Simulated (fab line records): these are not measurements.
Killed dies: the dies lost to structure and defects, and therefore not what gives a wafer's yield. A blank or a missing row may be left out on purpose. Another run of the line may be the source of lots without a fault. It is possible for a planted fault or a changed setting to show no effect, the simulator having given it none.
2 desks, one fault -- flow n5 finfet -- numbers are kept per desk, each desk with only its own; the story behind them comes last

FROM THE METROLOGY DESK
What the gauges read, lot by lot, whatever tool the lot ran on: means of the sampled wafers that have a number. The brackets show how far a lot's mean lies from the usual mean; more than 4 standard deviations puts the lot out of limits, marked OUT. It has 11 readings; the 7 that lie furthest out on some lot are the ones shown.
Columns: A = DIBL_N at N5_BEOL_M4_RC_MEAS_101, usual 37.5 mV/V; B = DIBL_P at N5_BEOL_M4_RC_MEAS_101, usual 37.5 mV/V; C = IOFF_N at N5_BEOL_M4_RC_MEAS_101, usual 0.18 nA/um; D = IOFF_P at N5_BEOL_M4_RC_MEAS_101, usual 0.24 nA/um; E = SS_N at N5_BEOL_M4_RC_MEAS_101, usual 72.0 mV/dec; F = VT_N at N5_BEOL_M4_RC_MEAS_101, usual 249 mV; G = VT_P at N5_BEOL_M4_RC_MEAS_101, usual -249 mV
lot,first seen here,A,B,C,D,E,F,G
L293,day 6 18:13,38.4,36.3,0.18,0.25,72.2,251,-246
L296,day 7 16:10,35.3,34.7,0.13,0.19,70.6,253,-252
L302,day 9 05:46,37.5,37.2,0.18,0.22,72.4,250,-252
L304,day 9 14:59,37.8,37.5,0.18,0.24,71.7,248,-249
L310,day 11 03:02,37.6,36.5,0.19,0.22,72.1,248,-252
L311,day 11 18:55,38.1,37.1,0.19,0.22,72.3,248,-252
This desk's verdict: no lot among the 6 shows anything out of limits.

DESK OF THE TOOL OWNER: rie diel-05
The tool's own readings at N5_BEOL_M0_ETCH_109 (etches SiCN in CH3F/O2, target depth 8 nm, overetch 2.4 nm, time 27.4 s): means of the sampled wafers that have a number, for each lot that ran on this tool. The brackets show how far a lot's mean lies from the usual mean; more than 4 standard deviations puts the lot out of limits, marked OUT.
Columns: A = drypump motor current A at N5_BEOL_M0_ETCH_109, usual 5.6 A; B = oes product au at N5_BEOL_M0_ETCH_109, usual 0.70 a.u.; C = rf vpp V at N5_BEOL_M0_ETCH_109, usual 298.2 V; D = showerhead plenum p Torr at N5_BEOL_M0_ETCH_109, usual 2.04 Torr; E = throttle valve pct at N5_BEOL_M0_ETCH_109, usual 16.29 %
lot,first seen here,A,B,C,D,E
L293,day 6 18:19,5.8,0.64,298.8,2.07,16.29
L296,day 7 16:22,6.1,0.74,299.6,2.12,16.17
L302,day 9 05:55,6.2,0.67,298.9,2.09,16.25
L304,day 9 15:06,5.8,0.70,299.2,2.08,16.08
This desk's verdict: no lot among the 4 shows anything out of limits.

ALL TOGETHER
Metrology desk: nothing out of limits seen.
The desk of the tool owner found nothing out of limits.

WHAT WAS PUT IN BY THE SIMULATOR
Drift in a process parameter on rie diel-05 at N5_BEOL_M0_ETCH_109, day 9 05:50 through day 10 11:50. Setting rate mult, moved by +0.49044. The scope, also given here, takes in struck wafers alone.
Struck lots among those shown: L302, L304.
